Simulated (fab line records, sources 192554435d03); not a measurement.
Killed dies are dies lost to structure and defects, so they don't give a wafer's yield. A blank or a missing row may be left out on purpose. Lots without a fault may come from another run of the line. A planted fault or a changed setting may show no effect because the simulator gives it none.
Split-lot experiment | flow n5_finfet | 7 lots, 21 wafers read, on a route of 1938 steps

THE SPLIT
At N5_BEOL_M15_ILD_DEP_00 (deposits SiO2 from TEOS/O2, target thk 1629.3 nm, time 346.1 s), the setting time_s was moved away from the recipe's 346.1 s on 10 of the 21 wafers read, by -12.0% to +14.2%. The other wafers ran this setting at the recipe's value.

The file shows no step between the split and the reading.

THE READING
M15_ILD_THK, in nm, at N5_BEOL_M15_THK_MEAS_01. Fault-free wafers of this fab line usually give 1623 nm, standard deviation 22 nm.

wafer  | tool, chamber at the split | time_s as run, s | against the recipe | M15_ILD_THK, nm | against lot-mates on the recipe
L085.1 | pecvd-04, 1                | 304.7            | -12.0%             | 1408            | -202
L085.2 | pecvd-04, 2                | 346.1            | recipe             | 1594            | -
L085.6 | pecvd-04, 2                | 346.1            | recipe             | 1626            | -
L088.1 | pecvd-02, 1                | 346.1            | recipe             | 1617            | -
L088.2 | pecvd-02, 0                | 346.1            | recipe             | 1634            | -
L088.3 | pecvd-02, 2                | 346.1            | recipe             | 1633            | -
L086.1 | pecvd-02, 0                | 395.4            | +14.2%             | 1851            | +189
L086.2 | pecvd-02, 1                | 395.4            | +14.2%             | 1833            | +171
L086.5 | pecvd-02, 0                | 346.1            | recipe             | 1662            | -
L090.1 | pecvd-02, 2                | 329.9            | -4.7%              | 1541            | no lot-mate on the recipe
L090.2 | pecvd-02, 1                | 329.9            | -4.7%              | 1554            | no lot-mate on the recipe
L090.3 | pecvd-02, 0                | 329.9            | -4.7%              | 1568            | no lot-mate on the recipe
L091.3 | pecvd-03, 0                | 346.1            | recipe             | 1602            | -
L091.4 | pecvd-03, 0                | 346.1            | recipe             | 1613            | -
L091.6 | pecvd-03, 1                | 346.1            | recipe             | 1600            | -
L094.2 | pecvd-02, 2                | 371.7            | +7.4%              | 1730            | +62
L094.5 | pecvd-02, 1                | 371.7            | +7.4%              | 1741            | +73
L094.6 | pecvd-02, 0                | 346.1            | recipe             | 1668            | -
L096.3 | pecvd-03, 1                | 326.3            | -5.7%              | 1537            | -99
L096.4 | pecvd-03, 1                | 326.3            | -5.7%              | 1553            | -83
L096.5 | pecvd-03, 0                | 346.1            | recipe             | 1636            | -

THE FIT
A straight line over all 21 wafers: M15_ILD_THK changes by +15.6 nm for each +1% of time_s; r = +0.98; the points scatter about the line by 20 nm.
The same after taking each lot's own level away (the mean of its wafers on the recipe; 18 wafers): +13.5 nm for each +1%; r = +0.98; scatter 16 nm.
On that fit, the largest move of time_s shifts the reading by 1.9e+02 nm.
The lots' own levels span 1605.0 to 1668.0 nm, that is 2.9 times the standard deviation above.
So the lot-to-lot level changes the slope: the two fits differ.
Check: with one of the wafers moved furthest among these (+14.2%) left out of the fit, the line predicts +181 nm for it against its lot-mates. It came out at +189 nm against them.

OTHER SPLITS ON THESE WAFERS
These wafers also went through other splits before the reading. Each is held against what the fit with the lots' levels taken away leaves over:
other split on the same wafers    | wafers away from the commonest value | r with M15_ILD_THK (lot level and that fit taken away)
N5_BEOL_M13_TRENCH_ETCH_34 time_s | 7                                    | +0.17
N5_BEOL_M14_SPUTTER_43 power_w    | 8                                    | -0.12

THE WHOLE CHAIN: every reading that the file lists as answering this split, in the file's order
step                    | what it does                                                   | reading                                                                             | change (the file's fit)              | r (the file's)
N5_BEOL_M15_ILD_DEP_00  | deposits SiO2 from TEOS/O2, target thk 1629.3 nm, time 346.1 s | SiO2_of_BEOL_M15_ILD_DEP_00.thk_nm (the simulator's own value, which no gauge read) | +13.8 nm for each +1% of the setting | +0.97
N5_BEOL_M15_THK_MEAS_01 |                                                                | M15_ILD_THK                                                                         | +13.8 for each +1% of the setting    | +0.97
N5_BEOL_M15_VIA_ETCH_16 | etches SiO2 in C4F8/O2/Ar, target depth 1792.2 nm              | etch.depth_nm (the simulator's own value, which no gauge read)                      | +13.8 nm for each +1% of the setting | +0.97
N5_BEOL_M15_VIA_ETCH_16 | etches SiO2 in C4F8/O2/Ar, target depth 1792.2 nm              | coat_of_BEOL_M15_COAT_04.thk_nm (the simulator's own value, which no gauge read)    | -3 nm for each +1% of the setting    | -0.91

THE FILE'S OWN FIT
M15_ILD_THK changes by +13.8 nm for each +1% of time_s, r = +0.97.
